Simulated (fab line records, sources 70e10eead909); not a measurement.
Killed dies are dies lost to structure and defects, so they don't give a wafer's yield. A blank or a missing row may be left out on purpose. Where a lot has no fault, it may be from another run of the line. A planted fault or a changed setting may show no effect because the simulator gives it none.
A struck lot beside a sound one | flow nand-harc | 15 steps out of a route of 1159
Sound: wafers L917.1, L917.2, L917.5. Struck: wafers L921.2, L921.3, L921.6. Last of all comes the cause.
At each step with rows: each side's tool, then ch and its chambers, then its first start. Under that, the readings that differ: sound wafers | struck wafers | difference of the means | sigmas: that difference in standard deviations of wafers without a fault.
alike: readings whose means differ by less than 2 such deviations, and words and numbers that are the same on both sides. not compared: withheld readings, readings that some wafer has no value for, bounds like >300 that may hide the same value, and numbers for which the record gives no deviation and whose values overlap.
A row with sigmas, a row that says differs or no value, or rows on one side alone: a step with any of these is where the two part. Numbers that don't overlap but have no deviation are shown without sigmas and don't part them. A reading that every wafer of one side lacks parts them only if that side has two wafers or more.

first, 1 step without rows for these wafers: NHARC_A_BLC_SRD_27.
NHARC_A_BLC_INSPECT_28:
  struck on defect-inspect-01, day 19 16:57; sound on defect-inspect-02, day 17 21:47
  alike: raw-defect-count
then, 9 steps without rows for these wafers: NHARC_A_M0_DEP_00 (deposits SiOC, target thk 150 nm); NHARC_A_M0_DEHYDRATE_01 (time 120 s); NHARC_A_M0_HMDS_02 (time 30 s); NHARC_A_M0_COAT_33 (time 65 s); NHARC_A_M0_COAT_03 (resist thk 90 nm); NHARC_A_M0_SOFTBAKE_04 (time 55 s); NHARC_A_M0_EBR_05; NHARC_A_M0_EXPOSE_06 (exposes mask A M0, target cd 80 nm); NHARC_A_M0_PEB_07 (peb time 65 s).
NHARC_A_M0_DEVELOP_08: develop time 35 s.
  sound on litho-track-06 ch 0, day 17 22:00; struck on litho-track-06 ch 0, day 19 18:00
  alike: developer-temp-C
NHARC_A_M0_CD_MEAS_09 targets a cd of 80 nm.
  sound on cd-sem-01 ch 0, day 17 22:41; struck on cd-sem-01 ch 0, day 19 18:07
  alike: cd-nm
NHARC_A_M0_OVL_MEAS_10: pitch 160 nm.
  struck on overlay-02, day 19 18:11; sound on overlay-02, day 17 22:47
  reading           | sound          | struck      | difference | sigmas
  overlay-y-nm (nm) | -2.6 -1.9 -1.9 | 0.4 0.4 0.2 | +2.5       | +3
  alike: overlay-x-nm
NHARC_END_SORT_01:
  the record has rows for the sound wafers here (prober-02 ch 0, day 20 01:23) and none for the struck ones

## WHERE THEY PART
At NHARC_A_M0_OVL_MEAS_10 first; at NHARC_END_SORT_01 last (within this record only).

WHY: the cause the simulator had injected
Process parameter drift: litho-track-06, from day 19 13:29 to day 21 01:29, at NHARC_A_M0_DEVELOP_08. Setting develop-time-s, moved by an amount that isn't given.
